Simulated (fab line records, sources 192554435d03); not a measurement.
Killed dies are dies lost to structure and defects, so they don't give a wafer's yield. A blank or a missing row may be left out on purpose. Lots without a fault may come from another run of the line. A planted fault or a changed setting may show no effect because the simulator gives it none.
One fault seen from 3 desks | flow n5_finfet | each desk has only its own numbers; what lay behind them comes last

THE METROLOGY DESK
What the gauges read, lot by lot, whatever tool the lot ran on: means of the sampled wafers that have a number. A lot is out of limits, marked OUT, if its mean lies more than 4 standard deviations from the usual mean; the brackets give that distance. Of its 10 readings 7 are shown: those that lie furthest out on some lot.
Columns: A = DIBL_N at N5_BEOL_M4_RC_MEAS_101, usual 36.2 mV/V; B = DIBL_P at N5_BEOL_M4_RC_MEAS_101, usual 36.5 mV/V; C = IOFF_N at N5_BEOL_M4_RC_MEAS_101, usual 0.158 nA/um; D = IOFF_P at N5_BEOL_M4_RC_MEAS_101, usual 0.21 nA/um; E = ION_P at N5_BEOL_M4_RC_MEAS_101, usual 464 uA/um; F = VT_N at N5_BEOL_M4_RC_MEAS_101, usual 250.4 mV; G = VT_P at N5_BEOL_M4_RC_MEAS_101, usual -250 mV
lot  | first seen here | A    | B    | C     | D    | E   | F     | G
L876 | day 7 20:24     | 37.5 | 38.0 | 0.172 | 0.25 | 471 | 250.1 | -247
L875 | day 7 23:20     | 35.8 | 37.4 | 0.161 | 0.23 | 463 | 251.5 | -249
L877 | day 8 02:20     | 34.5 | 34.4 | 0.128 | 0.17 | 456 | 253.5 | -254
L880 | day 9 00:47     | 37.0 | 36.2 | 0.148 | 0.19 | 456 | 251.8 | -250
L882 | day 9 19:01     | 35.3 | 35.8 | 0.138 | 0.21 | 467 | 253.0 | -248
L883 | day 9 20:32     | 37.8 | 36.6 | 0.165 | 0.18 | 447 | 250.9 | -257
L887 | day 11 11:46    | 35.9 | 35.6 | 0.152 | 0.18 | 453 | 249.5 | -253
L889 | day 11 15:15    | 38.0 | 39.2 | 0.196 | 0.29 | 476 | 245.0 | -242
L894 | day 12 12:52    | 35.7 | 38.1 | 0.163 | 0.21 | 460 | 250.6 | -251
L897 | day 14 08:34    | 34.0 | 34.2 | 0.135 | 0.21 | 471 | 251.0 | -249
This desk's finding: nothing out of limits on any of the 10 lots.

THE TOOL OWNER'S DESK: vapor_etch-01
The tool's own readings at N5_FIN_SAQP_RECESS_75 (chemistry HF/NH3, target SiO2, target depth 14.4 nm, afs cycles 3, sublimation time 60 s): means of the sampled wafers that have a number, for each lot that ran on this tool. A lot is out of limits, marked OUT, if its mean lies more than 4 standard deviations from the usual mean; the brackets give that distance.
Columns: A = drypump_motor_current_A at N5_FIN_SAQP_RECESS_75, usual 5.96 A
lot  | first seen here | A
L876 | day 2 04:25     | 5.89
L877 | day 2 10:38     | 5.87
L887 | day 4 23:05     | 5.86
L889 | day 5 10:28     | 5.86
This desk's finding: nothing out of limits on any of the 4 lots.

THE DEFECT DESK
What the inspections along the route counted, lot by lot: means of the sampled wafers that have a number. A lot is out of limits, marked OUT, if its mean lies more than 4 standard deviations from the usual mean; the brackets give that distance.
Columns: A = raw_defect_count at N5_MIM_BOT_LITHO_INSPECT_12, usual 2.1; B = raw_defect_count at N5_PASSIVATION_INSPECT_67, usual 2.0
lot  | first seen here | A   | B
L877 | day 12 09:48    | 1.3 | 2.3
L875 | day 12 09:58    | 2.0 | 1.3
L876 | day 12 13:46    | 3.0 | 1.7
L880 | day 13 16:32    | 1.7 | 1.7
L883 | day 14 09:10    | 3.7 | 1.3
L882 | day 14 10:05    | 2.7 | 2.0
L889 | day 15 15:19    | 1.0 | 3.7
L887 | day 15 17:37    | 2.7 | 1.0
L894 | day 16 16:41    | 1.3 | 3.7
L897 | day 18 19:59    | 2.7 | 1.0
This desk's finding: nothing out of limits on any of the 10 lots.

PUT TOGETHER
The metrology desk saw nothing out of limits.
The tool owner's desk saw nothing out of limits.
The defect desk saw nothing out of limits.

WHAT THE SIMULATOR HAD PUT IN
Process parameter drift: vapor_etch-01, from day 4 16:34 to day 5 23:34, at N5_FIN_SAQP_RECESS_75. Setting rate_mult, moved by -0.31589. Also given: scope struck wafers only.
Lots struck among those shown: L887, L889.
